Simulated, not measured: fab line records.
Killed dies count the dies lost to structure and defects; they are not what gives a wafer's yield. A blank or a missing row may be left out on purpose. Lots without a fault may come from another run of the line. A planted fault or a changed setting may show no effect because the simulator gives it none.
fab line records    flow nand-harc
record lots=15  wafers=45  last-day=32
route steps=1302 shown A_CONTACT@1053
lots that met no fault: from a run of the same line without faults
start-h: start of the lot's first displayed wafer, in hours after the record's first day    wait-h: hours since the lot's step before    " same as the row above    L1.1+2: one row covering several wafers at once    - no value, or no start was given    * or withheld: withheld    < > ~ a bound
route shown NAME@n: names a module that has steps shown in the file, with the first one's number in the route    usual: average and standard deviation across the fault-free wafers    same: alike in all rows    chamber/n: place in a boat    sites: each site's reading    _std_site: their standard deviation    _edge_site: outer sites' mean less inner sites'    radius-mm: for every site, how far away it sits from the centre of the wafer    mask NAME#n: copy n    behind: the last tool/chamber to shape the wafer    hold: what put the lot on hold/how long, in hours/how the hold closed    device: the transistor (n, p or np) that didn't switch    end of line: tests of these same wafers at the route's end    a step given without rows: its recipe and nothing more    killed: dies lost to structure and defects at the first sort, not the wafer's yield    map: dies across one wafer; x = killed, . = not, _ = none there
set.NAME: the run value of the setting; set.NAME@STEP: its run value at that earlier step    model.NAME: the simulator's own value behind a step, which no gauge read
one table for each step of the route and one row for each wafer, over a sample of lots
services: the hour from which a tool's chamber was out of use, counted from the record's first day as start-h (under 0 if before that day), plus the number of hours and why
## steps
# step NHARC_A_CONTACT_ETCH_130
# recipe source-w=withheld  pressure-mtorr=20  bias-v=3000  time-s=197  target-depth-a=19180  ar-flow-sccm=withheld  c4f8-flow-sccm=withheld  o2-flow-sccm=withheld  chemistry=C4F8/O2/Ar
# usual chamber-pressure-mTorr=20.000/0.018  oes-air-line-au=0.996/0.018
lot.wafer  tool             chamber  start-h  wait-h  chamber-pressure-mTorr  oes-air-line-au  rf-hours-counter-h
L785.2     har-cap-etch-03  0        506.33   0.1     20.000                  0.986            44
L785.1     "                1        "        "       19.995                  0.982            44
L785.5     "                0        "        "       19.989                  1.024            -
L784.1     har-cap-etch-01  1        516.49   0.1     20.002                  0.966            1
L784.4     "                1        "        "       20.008                  1.025            -
L784.6     "                1        "        "       20.003                  1.010            -
L787.2     har-cap-etch-03  0        523.14   0.1     20.004                  0.966            49
L787.3     "                1        "        "       19.974                  1.001            -
L787.6     "                1        "        "       20.004                  0.992            -
L788.1     har-cap-etch-03  1        552.91   0.2     19.974                  0.971            55
L788.3     "                0        "        "       19.986                  1.003            -
L788.6     "                1        "        "       20.017                  0.963            -
L791.2     har-cap-etch-03  0        571.35   0.1     20.016                  0.967            58
L791.4     "                1        "        "       19.982                  0.991            -
L791.3     "                0        "        "       20.026                  0.980            -
L792.3     har-cap-etch-03  0        580.11   0.1     19.988                  0.995            -
L792.6     "                0        "        "       19.986                  0.988            -
L792.5     "                1        "        "       20.005                  1.011            -
L793.1     har-cap-etch-01  1        594.25   0.1     20.011                  1.008            15
L793.2     "                0        "        "       20.008                  0.990            15
L793.4     "                1        "        "       19.991                  1.000            -
L794.1     har-cap-etch-03  1        608.12   0.1     19.984                  1.013            67
L794.3     "                0        "        "       19.996                  0.971            -
L794.5     "                1        "        "       19.990                  0.994            -
L796.1     har-cap-etch-01  1        610.62   0.1     20.053                  0.979            21
L796.2     "                0        "        "       19.998                  1.011            21
L796.6     "                1        "        "       19.953                  0.965            -
L795.1     har-cap-etch-03  1        616.61   0.1     19.987                  0.971            68
L795.2     "                0        "        "       19.996                  0.985            68
L795.3     "                0        "        "       20.010                  0.998            -
L790.2     har-cap-etch-01  0        635.56   0.1     19.982                  0.987            27
L790.3     "                1        "        "       19.976                  1.007            -
L790.4     "                0        "        "       20.002                  1.006            -
L797.2     har-cap-etch-03  0        657.42   0.1     19.989                  0.973            77
L797.1     "                1        "        "       19.968                  0.980            77
L797.6     "                1        "        "       20.027                  1.039            -
L800.2     har-cap-etch-03  1        667.49   0.1     19.968                  0.953            79
L800.5     "                0        "        "       19.996                  1.000            -
L800.6     "                1        "        "       20.006                  0.971            -
L801.2     har-cap-etch-03  0        686.54   0.1     20.002                  0.993            80
L801.4     "                0        "        "       20.021                  1.004            -
L801.5     "                1        "        "       20.024                  0.991            -
L804.2     har-cap-etch-02  1        703.13   0.1     19.994                  1.013            108
L804.4     "                0        "        "       20.016                  1.037            -
L804.5     "                0        "        "       20.002                  0.991            -
# step NHARC_A_CONTACT_ETCH_131
# recipe source-w=withheld  pressure-mtorr=20  bias-v=3000  time-s=197  target-depth-a=19180  ar-flow-sccm=withheld  c4f8-flow-sccm=withheld  o2-flow-sccm=withheld  chemistry=C4F8/O2/Ar
# usual chamber-pressure-mTorr=20.001/0.017  oes-air-line-au=0.999/0.019
lot.wafer  tool             chamber  start-h  wait-h  chamber-pressure-mTorr  oes-air-line-au  rf-hours-counter-h
L785.2     har-cap-etch-03  0        506.51   0.1     19.977                  0.967            44
L785.1     "                1        "        "       19.973                  0.999            44
L785.5     "                0        "        "       19.990                  1.018            -
L784.1     har-cap-etch-01  1        516.66   0.1     19.975                  1.001            1
L784.4     "                1        "        "       19.982                  0.993            -
L784.6     "                1        "        "       19.997                  1.026            -
L787.2     har-cap-etch-03  0        523.32   0.1     19.980                  0.974            49
L787.3     "                1        "        "       20.001                  1.016            -
L787.6     "                1        "        "       19.973                  0.979            -
L788.1     har-cap-etch-03  1        553.14   0.2     20.033                  0.998            55
L788.3     "                0        "        "       19.996                  0.989            -
L788.6     "                1        "        "       20.005                  1.006            -
L791.2     har-cap-etch-03  0        571.53   0.1     19.988                  1.035            58
L791.4     "                1        "        "       20.014                  0.998            -
L791.3     "                0        "        "       19.982                  1.024            -
L792.3     har-cap-etch-03  0        580.29   0.1     20.009                  0.997            -
L792.6     "                0        "        "       19.964                  1.000            -
L792.5     "                1        "        "       19.991                  0.995            -
L793.1     har-cap-etch-01  1        594.42   0.1     20.029                  0.987            15
L793.2     "                0        "        "       20.001                  0.981            15
L793.4     "                1        "        "       20.015                  0.995            -
L794.1     har-cap-etch-03  1        608.29   0.1     19.996                  1.002            67
L794.3     "                0        "        "       20.001                  0.989            -
L794.5     "                1        "        "       20.026                  0.987            -
L796.1     har-cap-etch-01  1        610.79   0.1     19.989                  1.002            21
L796.2     "                0        "        "       19.993                  0.994            21
L796.6     "                1        "        "       20.041                  1.001            -
L795.1     har-cap-etch-03  1        616.79   0.1     20.021                  1.007            68
L795.2     "                0        "        "       19.996                  0.996            68
L795.3     "                0        "        "       20.021                  0.972            -
L790.2     har-cap-etch-01  0        635.73   0.1     19.971                  1.007            27
L790.3     "                1        "        "       20.030                  0.973            -
L790.4     "                0        "        "       20.000                  0.960            -
L797.2     har-cap-etch-03  0        657.60   0.1     20.005                  1.022            77
L797.1     "                1        "        "       19.993                  1.007            77
L797.6     "                1        "        "       20.008                  1.010            -
L800.2     har-cap-etch-03  1        667.66   0.1     20.019                  1.009            79
L800.5     "                0        "        "       20.013                  0.990            -
L800.6     "                1        "        "       19.969                  1.014            -
L801.2     har-cap-etch-03  0        686.72   0.1     19.973                  0.980            81
L801.4     "                0        "        "       19.976                  0.948            -
L801.5     "                1        "        "       20.032                  1.011            -
L804.2     har-cap-etch-02  1        703.31   0.1     20.004                  1.006            108
L804.4     "                0        "        "       19.994                  1.013            -
L804.5     "                0        "        "       20.013                  1.015            -
# step NHARC_A_CONTACT_ETCH_133
# recipe source-w=withheld  pressure-mtorr=20  bias-v=400  time-s=374  target-depth-a=16100  ar-flow-sccm=withheld  c4f8-flow-sccm=11.5  o2-flow-sccm=7.2  chemistry=C4F8/O2/Ar
# usual chamber-pressure-mTorr=20.000/0.019  oes-air-line-au=0.994/0.021
lot.wafer  tool             chamber  start-h  wait-h  chamber-pressure-mTorr  oes-air-line-au  rf-hours-counter-h
L785.2     har-cap-etch-03  0        506.86   0.1     19.983                  0.979            44
L785.1     "                1        "        "       20.026                  0.964            44
L785.5     "                0        "        "       20.007                  0.999            -
L784.1     har-cap-etch-01  1        517.02   0.1     19.983                  0.999            1
L784.4     "                1        "        "       19.984                  0.986            -
L784.6     "                1        "        "       19.984                  0.985            -
L787.2     har-cap-etch-03  0        523.71   0.2     20.035                  1.031            50
L787.3     "                1        "        "       19.984                  0.994            -
L787.6     "                1        "        "       20.025                  0.999            -
L788.1     har-cap-etch-03  1        553.59   0.2     19.998                  1.009            55
L788.3     "                0        "        "       20.015                  0.982            -
L788.6     "                1        "        "       20.005                  0.973            -
L791.2     har-cap-etch-03  0        571.92   0.2     20.051                  1.014            59
L791.4     "                1        "        "       20.021                  0.995            -
L791.3     "                0        "        "       20.018                  0.991            -
L792.3     har-cap-etch-03  0        580.72   0.2     19.989                  1.006            -
L792.6     "                0        "        "       19.976                  1.005            -
L792.5     "                1        "        "       19.975                  0.978            -
L793.1     har-cap-etch-01  1        594.77   0.1     19.964                  0.995            15
L793.2     "                0        "        "       19.987                  1.029            15
L793.4     "                1        "        "       19.990                  0.993            -
L794.1     har-cap-etch-03  1        608.64   0.1     19.996                  1.023            67
L794.3     "                0        "        "       20.016                  1.005            -
L794.5     "                1        "        "       19.963                  1.056            -
L796.1     har-cap-etch-01  1        611.15   0.1     19.992                  1.004            22
L796.2     "                0        "        "       19.996                  1.020            22
L796.6     "                1        "        "       19.972                  0.987            -
L795.1     har-cap-etch-03  1        617.15   0.2     20.009                  1.016            69
L795.2     "                0        "        "       20.008                  0.984            69
L795.3     "                0        "        "       20.029                  0.967            -
L790.2     har-cap-etch-01  0        636.13   0.2     19.983                  0.983            27
L790.3     "                1        "        "       19.963                  1.012            -
L790.4     "                0        "        "       20.005                  0.990            -
L797.2     har-cap-etch-03  0        657.95   0.1     -                       -                -
L797.1     "                1        "        "       -                       -                -
L797.6     "                1        "        "       -                       -                -
L800.2     har-cap-etch-03  1        668.05   0.2     -                       -                -
L800.5     "                0        "        "       -                       -                -
L800.6     "                1        "        "       -                       -                -
L801.2     har-cap-etch-03  0        687.11   0.2     -                       -                -
L801.4     "                0        "        "       -                       -                -
L801.5     "                1        "        "       -                       -                -
L804.2     har-cap-etch-02  1        703.66   0.1     20.005                  0.971            108
L804.4     "                0        "        "       19.979                  0.965            -
L804.5     "                0        "        "       20.004                  0.971            -
# step NHARC_A_CONTACT_CD_MEAS_80
# usual cd-nm=289.5/0.71
lot.wafer  tool       chamber  start-h  wait-h  cd-nm
L785.1     cd-sem-01  -        507.91   -       288.0
L785.2     "          -        "        "       289.4
L785.5     "          -        "        "       288.8
L784.1     cd-sem-02  -        518.05   -       290.0
L784.4     "          -        "        "       289.6
L784.6     "          -        "        "       290.0
L787.2     cd-sem-03  -        524.68   -       288.9
L787.3     "          -        "        "       290.4
L787.6     "          -        "        "       290.3
L788.1     cd-sem-01  -        554.52   -       288.5
L788.3     "          -        "        "       288.0
L788.6     "          -        "        "       288.2
L791.2     cd-sem-02  -        572.89   -       290.5
L791.3     "          -        "        "       290.0
L791.4     "          -        "        "       289.7
L792.3     cd-sem-01  -        581.60   -       289.1
L792.5     "          -        "        "       289.4
L792.6     "          -        "        "       288.7
L793.1     cd-sem-02  -        595.77   -       289.4
L793.2     "          -        "        "       290.2
L793.4     "          -        "        "       289.7
L794.1     cd-sem-02  -        609.64   -       289.3
L794.3     "          -        "        "       288.7
L794.5     "          -        "        "       290.2
L796.1     cd-sem-02  -        612.15   -       290.0
L796.2     "          -        "        "       289.6
L796.6     "          -        "        "       289.5
L795.1     cd-sem-01  -        618.15   -       289.1
L795.2     "          -        "        "       290.2
L795.3     "          -        "        "       289.4
L790.2     cd-sem-02  -        637.06   -       290.7
L790.3     "          -        "        "       290.9
L790.4     "          -        "        "       290.3
L797.1     cd-sem-01  -        658.95   -       288.7
L797.2     "          -        "        "       289.4
L797.6     "          -        "        "       289.5
L800.2     cd-sem-01  -        668.98   -       289.4
L800.5     "          -        "        "       290.2
L800.6     "          -        "        "       289.4
L801.2     cd-sem-01  -        688.06   -       289.1
L801.4     "          -        "        "       290.0
L801.5     "          -        "        "       289.7
L804.2     cd-sem-02  -        704.83   -       289.8
L804.4     "          -        "        "       290.9
L804.5     "          -        "        "       290.7
## services
tool             chamber  start-h  hours  kind
har-cap-etch-01  -        497.00   17.0   pm
har-cap-etch-01  0        497.00   17.0   vent-cycle
har-cap-etch-01  1        497.00   17.0   vent-cycle
har-cap-etch-01  0        514.00   -      clean
har-cap-etch-01  1        514.00   -      clean
har-cap-etch-01  -        691.24   1.0    repair
## key
first-sign step=NHARC_A_CONTACT_ETCH_133  reading=tool-record  direction=missing
effect none on later readings
met-at NHARC_A_CONTACT_ETCH_133
struck-lots L797,L800,L801
later-rows-left-out L797.1,L797.2,L797.6,L800.2,L800.5,L800.6,L801.2,L801.4,L801.5
sort-left-out L797.1,L797.2,L797.6,L800.2,L800.5,L800.6,L801.2,L801.4,L801.5
tester-left-out L797,L800,L801
not-acting-at NHARC_A_CONTACT_ETCH_130,NHARC_A_CONTACT_ETCH_131,NHARC_A_CONTACT_CD_MEAS_80
onset-between 617.15 657.95
fault kind=skipped-step-whole  tool=har-cap-etch-03  chamber=-  onset-h=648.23  steps=NHARC_A_CONTACT_ETCH_133  scope=struck-lots-only
# tester-left-out: of these lots the tester's yield and bins aren't shown, on N5 and GAA mostly nor the transistor test; their killed dies are dies lost to structure and defects alone, not to doping, threshold or leakage, so they don't give the yield
# sort-left-out: the simulated sort isn't trusted on such a fault, so these wafers' sort isn't shown, and their yield isn't known
# later-rows-left-out: the simulator's readings of these wafers behind a module that went badly wrong aren't trusted and aren't shown, but for the sort
